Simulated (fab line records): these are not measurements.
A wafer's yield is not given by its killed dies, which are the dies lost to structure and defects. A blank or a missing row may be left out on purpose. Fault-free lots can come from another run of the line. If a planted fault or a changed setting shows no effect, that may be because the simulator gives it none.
fab line records + flow n5_finfet
record:
- lots: 24
- wafers: 72
- last_day: 19
route steps=1938 shown BEOL_M3@944
lots that met no fault: taken from a fault-free run of the same line
start_h: hours from the record's first day to the start of the lot's first wafer shown + wait_h: hours since the lot's step before + " repeats the value in the row above + L1.1+2: one row covering several wafers at once + - value missing, or start not given + * or withheld: withheld + < > ~ a bound
route shown NAME@n: NAME is a module with steps in the file, n the number in the route of the first one + usual: mean/standard deviation of fault-free wafers + same: alike in all rows + chamber/n: place in a boat + sites: per-site readings + _std_site: their standard deviation + _edge_site: the outer-site mean with the inner-site mean subtracted + radius_mm: how far each site lies from the wafer's centre + mask NAME#n: copy n + behind: the most recent tool/chamber to have shaped the wafer + hold: cause of the lot's hold/its duration in hours/its outcome + device: names the non-switching transistor (n, p or np) + end of line: at the end of the route, the tests of the same wafers + a step without rows: its recipe alone + killed: dies that structure and defects cost at the first sort, which is not the same as the wafer's yield + map: a wafer's dies, marking killed ones x, the rest . and places with no die _
set.NAME: the setting that was run; set.NAME@STEP: the one run at that earlier step + model.NAME: the simulator's own value behind a step, which no gauge read
the route's steps for a sample of lots (tables are steps, rows are wafers)
services: a tool's chamber out of use, with start hour (start_h, from the record's first day; less than 0 if before it), hours out, and reason
== steps ==
step: N5_BEOL_M3_CD_MEAS_11
recipe:
- target_cd_nm: 17.05
- landing_energy_ev: 500
- detector: se_inlens
- polarity: opening
usual:
- cd_nm: 17.07/0.26
| lot.wafer | tool      | chamber | start_h | wait_h | cd_nm |
|-----------|-----------|---------|---------|--------|-------|
| L074.2    | cd_sem-03 | 0       | 151.91  | -      | 17.39 |
| L074.3    | "         | 0       | "       | "      | 17.19 |
| L074.6    | "         | 0       | "       | "      | 16.75 |
| L076.2    | cd_sem-03 | 0       | 152.59  | -      | 16.99 |
| L076.5    | "         | 0       | "       | "      | 16.86 |
| L076.6    | "         | 0       | "       | "      | 16.66 |
| L075.1    | cd_sem-02 | 0       | 156.30  | -      | 17.71 |
| L075.2    | "         | 0       | "       | "      | 16.79 |
| L075.5    | "         | 0       | "       | "      | 17.16 |
| L077.1    | cd_sem-02 | 0       | 161.95  | -      | 17.21 |
| L077.5    | "         | 0       | "       | "      | 16.93 |
| L077.6    | "         | 0       | "       | "      | 17.14 |
| L078.1    | cd_sem-03 | 0       | 162.29  | -      | 16.91 |
| L078.3    | "         | 0       | "       | "      | 17.05 |
| L078.6    | "         | 0       | "       | "      | 17.02 |
| L079.3    | cd_sem-03 | 0       | 180.42  | -      | 17.22 |
| L079.4    | "         | 0       | "       | "      | 16.38 |
| L079.6    | "         | 0       | "       | "      | 17.10 |
| L080.3    | cd_sem-03 | 0       | 190.11  | -      | 17.17 |
| L080.4    | "         | 0       | "       | "      | 17.10 |
| L080.5    | "         | 0       | "       | "      | 16.65 |
| L081.2    | cd_sem-03 | 0       | 192.89  | -      | 17.03 |
| L081.4    | "         | 0       | "       | "      | 17.07 |
| L081.5    | "         | 0       | "       | "      | 17.30 |
| L082.1    | cd_sem-01 | 0       | 193.07  | -      | 17.05 |
| L082.2    | "         | 0       | "       | "      | 17.32 |
| L082.5    | "         | 0       | "       | "      | 17.23 |
| L083.3    | cd_sem-01 | 0       | 205.10  | -      | 16.87 |
| L083.5    | "         | 0       | "       | "      | 16.79 |
| L083.6    | "         | 0       | "       | "      | 17.21 |
| L085.3    | cd_sem-03 | 0       | 206.99  | -      | 17.18 |
| L085.4    | "         | 0       | "       | "      | 17.05 |
| L085.5    | "         | 0       | "       | "      | 17.62 |
| L084.2    | cd_sem-03 | 0       | 209.88  | -      | 16.70 |
| L084.4    | "         | 0       | "       | "      | 17.22 |
| L084.6    | "         | 0       | "       | "      | 17.45 |
| L087.1    | cd_sem-01 | 0       | 236.13  | -      | 17.12 |
| L087.2    | "         | 0       | "       | "      | 16.73 |
| L087.3    | "         | 0       | "       | "      | 17.00 |
| L086.3    | cd_sem-03 | 0       | 242.86  | -      | 17.21 |
| L086.4    | "         | 0       | "       | "      | 17.00 |
| L086.6    | "         | 0       | "       | "      | 17.31 |
| L089.1    | cd_sem-03 | 0       | 244.41  | -      | 16.90 |
| L089.2    | "         | 0       | "       | "      | 16.86 |
| L089.3    | "         | 0       | "       | "      | 17.06 |
| L088.1    | cd_sem-02 | 0       | 251.23  | -      | 17.06 |
| L088.4    | "         | 0       | "       | "      | 17.19 |
| L088.6    | "         | 0       | "       | "      | 17.42 |
| L090.3    | cd_sem-03 | 0       | 252.37  | -      | 16.98 |
| L090.4    | "         | 0       | "       | "      | 17.10 |
| L090.6    | "         | 0       | "       | "      | 17.15 |
| L094.2    | cd_sem-03 | 0       | 280.79  | -      | 17.37 |
| L094.3    | "         | 0       | "       | "      | 17.31 |
| L094.6    | "         | 0       | "       | "      | 17.00 |
| L091.2    | cd_sem-01 | 0       | 281.58  | -      | 17.47 |
| L091.4    | "         | 0       | "       | "      | 17.34 |
| L091.6    | "         | 0       | "       | "      | 16.56 |
| L095.2    | cd_sem-03 | 0       | 281.80  | -      | 17.33 |
| L095.3    | "         | 0       | "       | "      | 16.65 |
| L095.4    | "         | 0       | "       | "      | 17.00 |
| L093.1    | cd_sem-02 | 0       | 281.96  | -      | 17.60 |
| L093.5    | "         | 0       | "       | "      | 17.75 |
| L093.6    | "         | 0       | "       | "      | 17.18 |
| L092.4    | cd_sem-03 | 0       | 282.82  | -      | 17.58 |
| L092.5    | "         | 0       | "       | "      | 17.46 |
| L092.6    | "         | 0       | "       | "      | 16.88 |
| L096.1    | cd_sem-03 | 0       | 284.20  | -      | 16.95 |
| L096.3    | "         | 0       | "       | "      | 17.09 |
| L096.5    | "         | 0       | "       | "      | 16.76 |
| L097.1    | cd_sem-02 | 0       | 301.87  | -      | 16.92 |
| L097.2    | "         | 0       | "       | "      | 16.97 |
| L097.3    | "         | 0       | "       | "      | 16.89 |
step: N5_BEOL_M3_INSPECT_13
recipe:
- mode: adi
- inspect_instrument: brightfield
usual:
- raw_defect_count: 407/110
| lot.wafer | tool              | chamber | start_h | wait_h | raw_defect_count |
|-----------|-------------------|---------|---------|--------|------------------|
| L074.2    | defect_inspect-02 | -       | 152.00  | 0.0    | 568              |
| L074.3    | "                 | -       | "       | "      | 621              |
| L074.6    | "                 | -       | "       | "      | 839              |
| L076.2    | defect_inspect-02 | -       | 152.67  | 0.0    | 284              |
| L076.5    | "                 | -       | "       | "      | 362              |
| L076.6    | "                 | -       | "       | "      | 177              |
| L075.1    | defect_inspect-01 | -       | 156.39  | 0.1    | 358              |
| L075.2    | "                 | -       | "       | "      | 468              |
| L075.5    | "                 | -       | "       | "      | 318              |
| L077.1    | defect_inspect-01 | -       | 162.04  | 0.1    | 416              |
| L077.5    | "                 | -       | "       | "      | 518              |
| L077.6    | "                 | -       | "       | "      | 454              |
| L078.1    | defect_inspect-02 | -       | 162.38  | 0.1    | 269              |
| L078.3    | "                 | -       | "       | "      | 402              |
| L078.6    | "                 | -       | "       | "      | 229              |
| L079.3    | defect_inspect-01 | -       | 180.50  | 0.0    | 291              |
| L079.4    | "                 | -       | "       | "      | 327              |
| L079.6    | "                 | -       | "       | "      | 305              |
| L080.3    | defect_inspect-02 | -       | 190.20  | 0.0    | 449              |
| L080.4    | "                 | -       | "       | "      | 362              |
| L080.5    | "                 | -       | "       | "      | 358              |
| L081.2    | defect_inspect-02 | -       | 192.98  | 0.0    | 395              |
| L081.4    | "                 | -       | "       | "      | 626              |
| L081.5    | "                 | -       | "       | "      | 510              |
| L082.1    | defect_inspect-01 | -       | 193.16  | 0.1    | 264              |
| L082.2    | "                 | -       | "       | "      | 347              |
| L082.5    | "                 | -       | "       | "      | 270              |
| L083.3    | defect_inspect-01 | -       | 205.18  | 0.0    | 211              |
| L083.5    | "                 | -       | "       | "      | 343              |
| L083.6    | "                 | -       | "       | "      | 232              |
| L085.3    | defect_inspect-01 | -       | 207.08  | 0.0    | 355              |
| L085.4    | "                 | -       | "       | "      | 481              |
| L085.5    | "                 | -       | "       | "      | 382              |
| L084.2    | defect_inspect-02 | -       | 209.97  | 0.0    | 423              |
| L084.4    | "                 | -       | "       | "      | 503              |
| L084.6    | "                 | -       | "       | "      | 407              |
| L087.1    | defect_inspect-02 | -       | 236.22  | 0.1    | 504              |
| L087.2    | "                 | -       | "       | "      | 561              |
| L087.3    | "                 | -       | "       | "      | 547              |
| L086.3    | defect_inspect-01 | -       | 242.95  | 0.0    | 335              |
| L086.4    | "                 | -       | "       | "      | 472              |
| L086.6    | "                 | -       | "       | "      | 365              |
| L089.1    | defect_inspect-02 | -       | 244.50  | 0.1    | 417              |
| L089.2    | "                 | -       | "       | "      | 467              |
| L089.3    | "                 | -       | "       | "      | 559              |
| L088.1    | defect_inspect-01 | -       | 251.32  | 0.1    | 341              |
| L088.4    | "                 | -       | "       | "      | 456              |
| L088.6    | "                 | -       | "       | "      | 446              |
| L090.3    | defect_inspect-01 | -       | 252.46  | 0.0    | 487              |
| L090.4    | "                 | -       | "       | "      | 344              |
| L090.6    | "                 | -       | "       | "      | 330              |
| L094.2    | defect_inspect-01 | -       | 280.88  | 0.0    | 440              |
| L094.3    | "                 | -       | "       | "      | 492              |
| L094.6    | "                 | -       | "       | "      | 383              |
| L091.2    | defect_inspect-01 | -       | 281.67  | 0.0    | 346              |
| L091.4    | "                 | -       | "       | "      | 253              |
| L091.6    | "                 | -       | "       | "      | 323              |
| L095.2    | defect_inspect-01 | -       | 281.89  | 0.0    | 337              |
| L095.3    | "                 | -       | "       | "      | 371              |
| L095.4    | "                 | -       | "       | "      | 412              |
| L093.1    | defect_inspect-02 | -       | 282.05  | 0.1    | 572              |
| L093.5    | "                 | -       | "       | "      | 475              |
| L093.6    | "                 | -       | "       | "      | 476              |
| L092.4    | defect_inspect-02 | -       | 282.91  | 0.0    | 469              |
| L092.5    | "                 | -       | "       | "      | 333              |
| L092.6    | "                 | -       | "       | "      | 432              |
| L096.1    | defect_inspect-01 | -       | 284.28  | 0.1    | 575              |
| L096.3    | "                 | -       | "       | "      | 360              |
| L096.5    | "                 | -       | "       | "      | 361              |
| L097.1    | defect_inspect-01 | -       | 301.96  | 0.1    | 566              |
| L097.2    | "                 | -       | "       | "      | 389              |
| L097.3    | "                 | -       | "       | "      | 456              |
step: N5_BEOL_M3_ANNEAL_80
recipe:
- temp_c: 400
- time_s: 240
- ambient: vacuum
usual:
- heater_power_w: 834/79
| lot.wafer | tool           | chamber | start_h | wait_h | heater_power_w |
|-----------|----------------|---------|---------|--------|----------------|
| L074.2    | pvd_sputter-02 | -       | 159.44  | 0.0    | 831            |
| L074.3    | "              | -       | "       | "      | 901            |
| L074.6    | "              | -       | "       | "      | 806            |
| L076.2    | pvd_sputter-03 | -       | 169.32  | 0.0    | 829            |
| L076.5    | "              | -       | "       | "      | 997            |
| L076.6    | "              | -       | "       | "      | 830            |
| L075.1    | pvd_sputter-03 | -       | 172.68  | 0.0    | 733            |
| L075.2    | "              | -       | "       | "      | 799            |
| L075.5    | "              | -       | "       | "      | 967            |
| L077.1    | pvd_sputter-03 | -       | 177.60  | 0.0    | 818            |
| L077.5    | "              | -       | "       | "      | 727            |
| L077.6    | "              | -       | "       | "      | 833            |
| L078.1    | pvd_sputter-01 | -       | 179.56  | 0.0    | 945            |
| L078.3    | "              | -       | "       | "      | 876            |
| L078.6    | "              | -       | "       | "      | 862            |
| L079.3    | pvd_sputter-02 | -       | 184.83  | 0.0    | 823            |
| L079.4    | "              | -       | "       | "      | 798            |
| L079.6    | "              | -       | "       | "      | 813            |
| L080.3    | pvd_sputter-01 | -       | 198.42  | 0.0    | 856            |
| L080.4    | "              | -       | "       | "      | 865            |
| L080.5    | "              | -       | "       | "      | 900            |
| L081.2    | pvd_sputter-02 | -       | 198.78  | 0.0    | 935            |
| L081.4    | "              | -       | "       | "      | 819            |
| L081.5    | "              | -       | "       | "      | 802            |
| L082.1    | pvd_sputter-02 | -       | 201.36  | 0.0    | 786            |
| L082.2    | "              | -       | "       | "      | 823            |
| L082.5    | "              | -       | "       | "      | 815            |
| L083.3    | pvd_sputter-01 | -       | 210.83  | 0.0    | 895            |
| L083.5    | "              | -       | "       | "      | 849            |
| L083.6    | "              | -       | "       | "      | 898            |
| L085.3    | pvd_sputter-01 | -       | 212.67  | 0.0    | 872            |
| L085.4    | "              | -       | "       | "      | 868            |
| L085.5    | "              | -       | "       | "      | 868            |
| L084.2    | pvd_sputter-03 | -       | 216.58  | 0.0    | 748            |
| L084.4    | "              | -       | "       | "      | 943            |
| L084.6    | "              | -       | "       | "      | 988            |
| L087.1    | pvd_sputter-01 | -       | 240.21  | 0.0    | 861            |
| L087.2    | "              | -       | "       | "      | 691            |
| L087.3    | "              | -       | "       | "      | 888            |
| L086.3    | pvd_sputter-03 | -       | 249.17  | 0.0    | 959            |
| L086.4    | "              | -       | "       | "      | 751            |
| L086.6    | "              | -       | "       | "      | 734            |
| L089.1    | pvd_sputter-01 | -       | 249.45  | 0.0    | 912            |
| L089.2    | "              | -       | "       | "      | 694            |
| L089.3    | "              | -       | "       | "      | 831            |
| L088.1    | pvd_sputter-03 | -       | 254.33  | 0.0    | 744            |
| L088.4    | "              | -       | "       | "      | 966            |
| L088.6    | "              | -       | "       | "      | 747            |
| L090.3    | pvd_sputter-01 | -       | 255.29  | 0.0    | 704            |
| L090.4    | "              | -       | "       | "      | 927            |
| L090.6    | "              | -       | "       | "      | 879            |
| L091.2    | pvd_sputter-02 | -       | 293.67  | 0.0    | 809            |
| L091.4    | "              | -       | "       | "      | 800            |
| L091.6    | "              | -       | "       | "      | 918            |
| L093.1    | pvd_sputter-02 | -       | 295.59  | 0.0    | 808            |
| L093.5    | "              | -       | "       | "      | 810            |
| L093.6    | "              | -       | "       | "      | 807            |
| L094.2    | pvd_sputter-02 | -       | 299.40  | 0.0    | 825            |
| L094.3    | "              | -       | "       | "      | 923            |
| L094.6    | "              | -       | "       | "      | 901            |
| L095.2    | pvd_sputter-01 | -       | 302.15  | 0.0    | 698            |
| L095.3    | "              | -       | "       | "      | 838            |
| L095.4    | "              | -       | "       | "      | 874            |
| L092.4    | pvd_sputter-03 | -       | 305.18  | 0.0    | 739            |
| L092.5    | "              | -       | "       | "      | 823            |
| L092.6    | "              | -       | "       | "      | 751            |
| L096.1    | pvd_sputter-03 | -       | 307.32  | 0.0    | 742            |
| L096.3    | "              | -       | "       | "      | 856            |
| L096.5    | "              | -       | "       | "      | 758            |
| L097.1    | pvd_sputter-01 | -       | 311.75  | 0.0    | 859            |
| L097.2    | "              | -       | "       | "      | 887            |
| L097.3    | "              | -       | "       | "      | 712            |
step: N5_BEOL_M3_SPUTTER_81
recipe:
- material: Cu
- target_thk_a: 45
- temp_c: -20
- chamber_pressure_pa: 0.07
- power_w: withheld
- time_s: 8.29
usual:
- substrate_temp_c: -20.00/0.1
- throttle_valve_pct: 30.4/1.1
| lot.wafer | tool           | chamber | start_h | wait_h | substrate_temp_c | throttle_valve_pct |
|-----------|----------------|---------|---------|--------|------------------|--------------------|
| L074.2    | pvd_sputter-02 | -       | 159.58  | 0.1    | -19.91           | 29.2               |
| L074.3    | "              | -       | "       | "      | -20.07           | 29.5               |
| L074.6    | "              | -       | "       | "      | -19.95           | 28.4               |
| L076.2    | pvd_sputter-03 | -       | 169.46  | 0.1    | -19.95           | 30.5               |
| L076.5    | "              | -       | "       | "      | -19.91           | 32.6               |
| L076.6    | "              | -       | "       | "      | -19.93           | 30.4               |
| L075.1    | pvd_sputter-03 | -       | 172.82  | 0.1    | -19.98           | 31.1               |
| L075.2    | "              | -       | "       | "      | -19.93           | 30.6               |
| L075.5    | "              | -       | "       | "      | -20.08           | 32.6               |
| L077.1    | pvd_sputter-03 | -       | 177.74  | 0.1    | -19.88           | 30.2               |
| L077.5    | "              | -       | "       | "      | -19.81           | 31.1               |
| L077.6    | "              | -       | "       | "      | -20.03           | 30.4               |
| L078.1    | pvd_sputter-01 | -       | 179.70  | 0.1    | -19.98           | 31.1               |
| L078.3    | "              | -       | "       | "      | -20.07           | 31.1               |
| L078.6    | "              | -       | "       | "      | -20.07           | 29.8               |
| L079.3    | pvd_sputter-02 | -       | 184.97  | 0.1    | -20.03           | 29.2               |
| L079.4    | "              | -       | "       | "      | -19.86           | 29.2               |
| L079.6    | "              | -       | "       | "      | -20.06           | 29.3               |
| L080.3    | pvd_sputter-01 | -       | 198.56  | 0.1    | -20.09           | 29.9               |
| L080.4    | "              | -       | "       | "      | -20.00           | 31.1               |
| L080.5    | "              | -       | "       | "      | -19.87           | 31.1               |
| L081.2    | pvd_sputter-02 | -       | 198.92  | 0.1    | -20.05           | 29.5               |
| L081.4    | "              | -       | "       | "      | -20.10           | 28.6               |
| L081.5    | "              | -       | "       | "      | -19.89           | 29.6               |
| L082.1    | pvd_sputter-02 | -       | 201.50  | 0.1    | -20.08           | 29.3               |
| L082.2    | "              | -       | "       | "      | -20.00           | 29.0               |
| L082.5    | "              | -       | "       | "      | -19.95           | 28.8               |
| L083.3    | pvd_sputter-01 | -       | 210.97  | 0.1    | -19.92           | 31.0               |
| L083.5    | "              | -       | "       | "      | -19.92           | 30.0               |
| L083.6    | "              | -       | "       | "      | -19.84           | 30.8               |
| L085.3    | pvd_sputter-01 | -       | 212.81  | 0.1    | -20.04           | 29.9               |
| L085.4    | "              | -       | "       | "      | -20.00           | 31.2               |
| L085.5    | "              | -       | "       | "      | -20.05           | 30.0               |
| L084.2    | pvd_sputter-03 | -       | 216.72  | 0.1    | -19.91           | 31.1               |
| L084.4    | "              | -       | "       | "      | -20.03           | 32.4               |
| L084.6    | "              | -       | "       | "      | -19.97           | 32.7               |
| L087.1    | pvd_sputter-01 | -       | 240.35  | 0.1    | -20.02           | 30.1               |
| L087.2    | "              | -       | "       | "      | -19.95           | 31.3               |
| L087.3    | "              | -       | "       | "      | -20.00           | 31.2               |
| L086.3    | pvd_sputter-03 | -       | 249.31  | 0.1    | -20.04           | 32.8               |
| L086.4    | "              | -       | "       | "      | -20.13           | 31.0               |
| L086.6    | "              | -       | "       | "      | -20.00           | 30.9               |
| L089.1    | pvd_sputter-01 | -       | 249.59  | 0.1    | -20.00           | 31.2               |
| L089.2    | "              | -       | "       | "      | -20.01           | 31.3               |
| L089.3    | "              | -       | "       | "      | -20.01           | 29.9               |
| L088.1    | pvd_sputter-03 | -       | 254.47  | 0.1    | -20.08           | 31.2               |
| L088.4    | "              | -       | "       | "      | -20.07           | 32.7               |
| L088.6    | "              | -       | "       | "      | -20.00           | 29.4               |
| L090.3    | pvd_sputter-01 | -       | 255.43  | 0.1    | -20.06           | 31.4               |
| L090.4    | "              | -       | "       | "      | -19.93           | 31.2               |
| L090.6    | "              | -       | "       | "      | -19.89           | 30.0               |
| L091.2    | pvd_sputter-02 | -       | 293.81  | 0.1    | -19.90           | 28.9               |
| L091.4    | "              | -       | "       | "      | -20.07           | 29.2               |
| L091.6    | "              | -       | "       | "      | -19.96           | 29.2               |
| L093.1    | pvd_sputter-02 | -       | 295.73  | 0.1    | -20.05           | 28.4               |
| L093.5    | "              | -       | "       | "      | -19.90           | 29.1               |
| L093.6    | "              | -       | "       | "      | -19.95           | 28.5               |
| L094.2    | pvd_sputter-02 | -       | 299.54  | 0.1    | -19.96           | 29.0               |
| L094.3    | "              | -       | "       | "      | -19.90           | 29.3               |
| L094.6    | "              | -       | "       | "      | -19.92           | 29.4               |
| L095.2    | pvd_sputter-01 | -       | 302.29  | 0.1    | -19.91           | 31.1               |
| L095.3    | "              | -       | "       | "      | -19.82           | 30.1               |
| L095.4    | "              | -       | "       | "      | -20.03           | 31.4               |
| L092.4    | pvd_sputter-03 | -       | 305.32  | 0.1    | -19.76           | 31.0               |
| L092.5    | "              | -       | "       | "      | -20.00           | 30.3               |
| L092.6    | "              | -       | "       | "      | -20.07           | 29.5               |
| L096.1    | pvd_sputter-03 | -       | 307.46  | 0.1    | -20.07           | 30.9               |
| L096.3    | "              | -       | "       | "      | -20.25           | 30.5               |
| L096.5    | "              | -       | "       | "      | -20.12           | 30.9               |
| L097.1    | pvd_sputter-01 | -       | 311.89  | 0.1    | -19.89           | 29.9               |
| L097.2    | "              | -       | "       | "      | -20.14           | 31.2               |
| L097.3    | "              | -       | "       | "      | -20.07           | 31.5               |
step: N5_BEOL_M3_ANNEAL_87
recipe:
- temp_c: 400
- time_s: 240
- ambient: vacuum
usual:
- heater_power_w: 832/77
| lot.wafer | tool           | chamber | start_h | wait_h | heater_power_w |
|-----------|----------------|---------|---------|--------|----------------|
| L074.2    | pvd_sputter-02 | -       | 159.88  | 0.0    | 826            |
| L074.3    | "              | -       | "       | "      | 918            |
| L074.6    | "              | -       | "       | "      | 797            |
| L076.2    | pvd_sputter-03 | -       | 169.76  | 0.0    | 832            |
| L076.5    | "              | -       | "       | "      | 958            |
| L076.6    | "              | -       | "       | "      | 826            |
| L075.1    | pvd_sputter-03 | -       | 173.12  | 0.0    | 757            |
| L075.2    | "              | -       | "       | "      | 831            |
| L075.5    | "              | -       | "       | "      | 918            |
| L077.1    | pvd_sputter-03 | -       | 178.04  | 0.0    | 822            |
| L077.5    | "              | -       | "       | "      | 736            |
| L077.6    | "              | -       | "       | "      | 830            |
| L078.1    | pvd_sputter-01 | -       | 180.00  | 0.0    | 960            |
| L078.3    | "              | -       | "       | "      | 879            |
| L078.6    | "              | -       | "       | "      | 855            |
| L079.3    | pvd_sputter-02 | -       | 185.27  | 0.0    | 803            |
| L079.4    | "              | -       | "       | "      | 789            |
| L079.6    | "              | -       | "       | "      | 787            |
| L080.3    | pvd_sputter-01 | -       | 198.86  | 0.0    | 863            |
| L080.4    | "              | -       | "       | "      | 888            |
| L080.5    | "              | -       | "       | "      | 883            |
| L081.2    | pvd_sputter-02 | -       | 199.22  | 0.0    | 884            |
| L081.4    | "              | -       | "       | "      | 812            |
| L081.5    | "              | -       | "       | "      | 804            |
| L082.1    | pvd_sputter-02 | -       | 201.80  | 0.0    | 794            |
| L082.2    | "              | -       | "       | "      | 817            |
| L082.5    | "              | -       | "       | "      | 812            |
| L083.3    | pvd_sputter-01 | -       | 211.27  | 0.0    | 919            |
| L083.5    | "              | -       | "       | "      | 862            |
| L083.6    | "              | -       | "       | "      | 911            |
| L085.3    | pvd_sputter-01 | -       | 213.11  | 0.0    | 857            |
| L085.4    | "              | -       | "       | "      | 864            |
| L085.5    | "              | -       | "       | "      | 877            |
| L084.2    | pvd_sputter-03 | -       | 217.02  | 0.0    | 749            |
| L084.4    | "              | -       | "       | "      | 957            |
| L084.6    | "              | -       | "       | "      | 953            |
| L087.1    | pvd_sputter-01 | -       | 240.65  | 0.0    | 855            |
| L087.2    | "              | -       | "       | "      | 718            |
| L087.3    | "              | -       | "       | "      | 897            |
| L086.3    | pvd_sputter-03 | -       | 249.61  | 0.0    | 996            |
| L086.4    | "              | -       | "       | "      | 747            |
| L086.6    | "              | -       | "       | "      | 761            |
| L089.1    | pvd_sputter-01 | -       | 249.89  | 0.0    | 937            |
| L089.2    | "              | -       | "       | "      | 724            |
| L089.3    | "              | -       | "       | "      | 858            |
| L088.1    | pvd_sputter-03 | -       | 254.77  | 0.0    | 762            |
| L088.4    | "              | -       | "       | "      | 933            |
| L088.6    | "              | -       | "       | "      | 743            |
| L090.3    | pvd_sputter-01 | -       | 255.73  | 0.0    | 696            |
| L090.4    | "              | -       | "       | "      | 934            |
| L090.6    | "              | -       | "       | "      | 856            |
| L091.2    | pvd_sputter-02 | -       | 294.11  | 0.0    | 809            |
| L091.4    | "              | -       | "       | "      | 796            |
| L091.6    | "              | -       | "       | "      | 917            |
| L093.1    | pvd_sputter-02 | -       | 296.03  | 0.0    | 808            |
| L093.5    | "              | -       | "       | "      | 808            |
| L093.6    | "              | -       | "       | "      | 814            |
| L094.2    | pvd_sputter-02 | -       | 299.84  | 0.0    | 826            |
| L094.3    | "              | -       | "       | "      | 911            |
| L094.6    | "              | -       | "       | "      | 911            |
| L095.2    | pvd_sputter-01 | -       | 302.59  | 0.0    | 700            |
| L095.3    | "              | -       | "       | "      | 872            |
| L095.4    | "              | -       | "       | "      | 886            |
| L092.4    | pvd_sputter-03 | -       | 305.62  | 0.0    | 752            |
| L092.5    | "              | -       | "       | "      | 838            |
| L092.6    | "              | -       | "       | "      | 722            |
| L096.1    | pvd_sputter-03 | -       | 307.76  | 0.0    | 731            |
| L096.3    | "              | -       | "       | "      | 825            |
| L096.5    | "              | -       | "       | "      | 739            |
| L097.1    | pvd_sputter-01 | -       | 312.19  | 0.0    | 860            |
| L097.2    | "              | -       | "       | "      | 873            |
| L097.3    | "              | -       | "       | "      | 704            |
step: N5_BEOL_M3_ANNEAL_91
recipe:
- temp_c: 400
- time_s: 240
- ambient: vacuum
usual:
- heater_power_w: 833/78
| lot.wafer | tool           | chamber | start_h | wait_h | heater_power_w |
|-----------|----------------|---------|---------|--------|----------------|
| L074.2    | pvd_sputter-02 | -       | 160.32  | 0.0    | 815            |
| L074.3    | "              | -       | "       | "      | 918            |
| L074.6    | "              | -       | "       | "      | 820            |
| L076.2    | pvd_sputter-03 | -       | 170.20  | 0.0    | 833            |
| L076.5    | "              | -       | "       | "      | 961            |
| L076.6    | "              | -       | "       | "      | 812            |
| L075.1    | pvd_sputter-03 | -       | 173.56  | 0.0    | 764            |
| L075.2    | "              | -       | "       | "      | 831            |
| L075.5    | "              | -       | "       | "      | 941            |
| L077.1    | pvd_sputter-03 | -       | 178.48  | 0.0    | 828            |
| L077.5    | "              | -       | "       | "      | 740            |
| L077.6    | "              | -       | "       | "      | 803            |
| L078.1    | pvd_sputter-01 | -       | 180.44  | 0.0    | 922            |
| L078.3    | "              | -       | "       | "      | 875            |
| L078.6    | "              | -       | "       | "      | 857            |
| L079.3    | pvd_sputter-02 | -       | 185.71  | 0.0    | 815            |
| L079.4    | "              | -       | "       | "      | 811            |
| L079.6    | "              | -       | "       | "      | 821            |
| L080.3    | pvd_sputter-01 | -       | 199.30  | 0.0    | 856            |
| L080.4    | "              | -       | "       | "      | 865            |
| L080.5    | "              | -       | "       | "      | 867            |
| L081.2    | pvd_sputter-02 | -       | 199.66  | 0.0    | 913            |
| L081.4    | "              | -       | "       | "      | 818            |
| L081.5    | "              | -       | "       | "      | 800            |
| L082.1    | pvd_sputter-02 | -       | 202.24  | 0.0    | 811            |
| L082.2    | "              | -       | "       | "      | 817            |
| L082.5    | "              | -       | "       | "      | 799            |
| L083.3    | pvd_sputter-01 | -       | 211.71  | 0.0    | 931            |
| L083.5    | "              | -       | "       | "      | 845            |
| L083.6    | "              | -       | "       | "      | 916            |
| L085.3    | pvd_sputter-01 | -       | 213.55  | 0.0    | 879            |
| L085.4    | "              | -       | "       | "      | 880            |
| L085.5    | "              | -       | "       | "      | 858            |
| L084.2    | pvd_sputter-03 | -       | 217.46  | 0.0    | 748            |
| L084.4    | "              | -       | "       | "      | 948            |
| L084.6    | "              | -       | "       | "      | 978            |
| L087.1    | pvd_sputter-01 | -       | 241.09  | 0.0    | 846            |
| L087.2    | "              | -       | "       | "      | 693            |
| L087.3    | "              | -       | "       | "      | 871            |
| L086.3    | pvd_sputter-03 | -       | 250.05  | 0.0    | 959            |
| L086.4    | "              | -       | "       | "      | 749            |
| L086.6    | "              | -       | "       | "      | 750            |
| L089.1    | pvd_sputter-01 | -       | 250.33  | 0.0    | 944            |
| L089.2    | "              | -       | "       | "      | 707            |
| L089.3    | "              | -       | "       | "      | 859            |
| L088.1    | pvd_sputter-03 | -       | 255.21  | 0.0    | 736            |
| L088.4    | "              | -       | "       | "      | 962            |
| L088.6    | "              | -       | "       | "      | 744            |
| L090.3    | pvd_sputter-01 | -       | 256.17  | 0.0    | 704            |
| L090.4    | "              | -       | "       | "      | 951            |
| L090.6    | "              | -       | "       | "      | 882            |
| L091.2    | pvd_sputter-02 | -       | 294.55  | 0.0    | 815            |
| L091.4    | "              | -       | "       | "      | 795            |
| L091.6    | "              | -       | "       | "      | 909            |
| L093.1    | pvd_sputter-02 | -       | 296.47  | 0.0    | 813            |
| L093.5    | "              | -       | "       | "      | 815            |
| L093.6    | "              | -       | "       | "      | 800            |
| L094.2    | pvd_sputter-02 | -       | 300.28  | 0.0    | 833            |
| L094.3    | "              | -       | "       | "      | 925            |
| L094.6    | "              | -       | "       | "      | 904            |
| L095.2    | pvd_sputter-01 | -       | 303.03  | 0.0    | 708            |
| L095.3    | "              | -       | "       | "      | 835            |
| L095.4    | "              | -       | "       | "      | 875            |
| L092.4    | pvd_sputter-03 | -       | 306.06  | 0.0    | 740            |
| L092.5    | "              | -       | "       | "      | 833            |
| L092.6    | "              | -       | "       | "      | 732            |
| L096.1    | pvd_sputter-03 | -       | 308.20  | 0.0    | 763            |
| L096.3    | "              | -       | "       | "      | 831            |
| L096.5    | "              | -       | "       | "      | 749            |
| L097.1    | pvd_sputter-01 | -       | 312.63  | 0.0    | 859            |
| L097.2    | "              | -       | "       | "      | 860            |
| L097.3    | "              | -       | "       | "      | 704            |
== services ==
| tool           | chamber | start_h | hours | kind   |
|----------------|---------|---------|-------|--------|
| pvd_sputter-02 | -       | 189.66  | 6.6   | repair |
| pvd_sputter-03 | -       | 294.50  | 0.8   | repair |
== key ==
fault none
